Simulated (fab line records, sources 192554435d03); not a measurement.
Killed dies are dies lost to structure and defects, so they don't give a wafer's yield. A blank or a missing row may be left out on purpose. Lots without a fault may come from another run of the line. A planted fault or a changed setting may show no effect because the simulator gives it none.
One fault seen from 2 desks | flow n5_finfet | each desk has only its own numbers; what lay behind them comes last

THE METROLOGY DESK
What the gauges read, lot by lot, whatever tool the lot ran on: means of the sampled wafers that have a number. A lot is out of limits, marked OUT, if its mean lies more than 4 standard deviations from the usual mean; the brackets give that distance.
Columns: A = trench_depth_nm at N5_BEOL_M9_OCD_MEAS_38, usual 150.8 nm; B = M9_THK at N5_BEOL_M9_THK_MEAS_53, usual 139.0 nm; C = M9_RS at N5_BEOL_M9_RS_MEAS_57, usual 0.151 ohm/sq
lot  | first seen here | A     | B     | C
L221 | day 9 18:06     | 152.4 | 142.8 | 0.148
L222 | day 9 20:58     | 149.8 | 137.3 | 0.154
L227 | day 11 00:40    | 150.8 | 136.9 | 0.152
L232 | day 12 19:05    | 146.8 | 137.9 | 0.154
L236 | day 13 01:00    | 144.1 | 131.9 | 0.161
L239 | day 13 21:41    | 151.1 | 138.9 | 0.152
L241 | day 14 17:23    | 155.0 | 144.6 | 0.146
L243 | day 15 00:16    | 150.0 | 138.7 | 0.153
L244 | day 15 05:44    | 153.2 | 140.3 | 0.149
This desk's finding: nothing out of limits on any of the 9 lots.

THE TOOL OWNER'S DESK: rie_diel-03
The tool's own readings at N5_BEOL_M9_TRENCH_ETCH_37 (etches SiCOH lowk in C4F6/O2, target depth 151.43 nm, time 49 s): means of the sampled wafers that have a number, for each lot that ran on this tool. A lot is out of limits, marked OUT, if its mean lies more than 4 standard deviations from the usual mean; the brackets give that distance.
Columns: A = O2_flow_sccm at N5_BEOL_M9_TRENCH_ETCH_37, usual 10.00 sccm; B = drypump_motor_current_A at N5_BEOL_M9_TRENCH_ETCH_37, usual 5.9 A; C = oes_product_au at N5_BEOL_M9_TRENCH_ETCH_37, usual 0.77 a.u.; D = rf_fwd_power_W at N5_BEOL_M9_TRENCH_ETCH_37, usual 341.6 W; E = rf_vpp_V at N5_BEOL_M9_TRENCH_ETCH_37, usual 670 V; F = showerhead_plenum_p_Torr at N5_BEOL_M9_TRENCH_ETCH_37, usual 2.89 Torr; G = throttle_valve_pct at N5_BEOL_M9_TRENCH_ETCH_37, usual 20.89 %
lot  | first seen here | A     | B   | C    | D               | E   | F    | G
L222 | day 9 20:48     | 10.05 | 6.6 | 0.75 | 340.8           | 654 | 2.91 | 21.13
L232 | day 12 18:55    | 10.02 | 6.3 | 0.71 | 340.7           | 656 | 2.94 | 21.18
L236 | day 13 00:49    | 9.98  | 5.9 | 0.74 | 320.6 (-14) OUT | 680 | 2.88 | 21.06
This desk's finding: out of limits on L236; first on L236, day 13 00:49 (rf_fwd_power_W at N5_BEOL_M9_TRENCH_ETCH_37). In limits: L222, L232.

PUT TOGETHER
The tool owner's desk could have raised an alarm at day 13 00:49, on L236.
The metrology desk saw nothing out of limits.
The metrology desk has L236 on record, within its limits.
Of the lots named, all ran N5_BEOL_M9_TRENCH_ETCH_37 on rie_diel-03.

WHAT THE SIMULATOR HAD PUT IN
Process parameter drift: rie_diel-03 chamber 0, from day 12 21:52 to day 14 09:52, at N5_BEOL_M9_TRENCH_ETCH_37. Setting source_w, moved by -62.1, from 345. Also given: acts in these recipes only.
Lots struck among those shown: L236.
Hours from the fault's start to each desk's first reading out of limits: the tool owner's desk, 3.
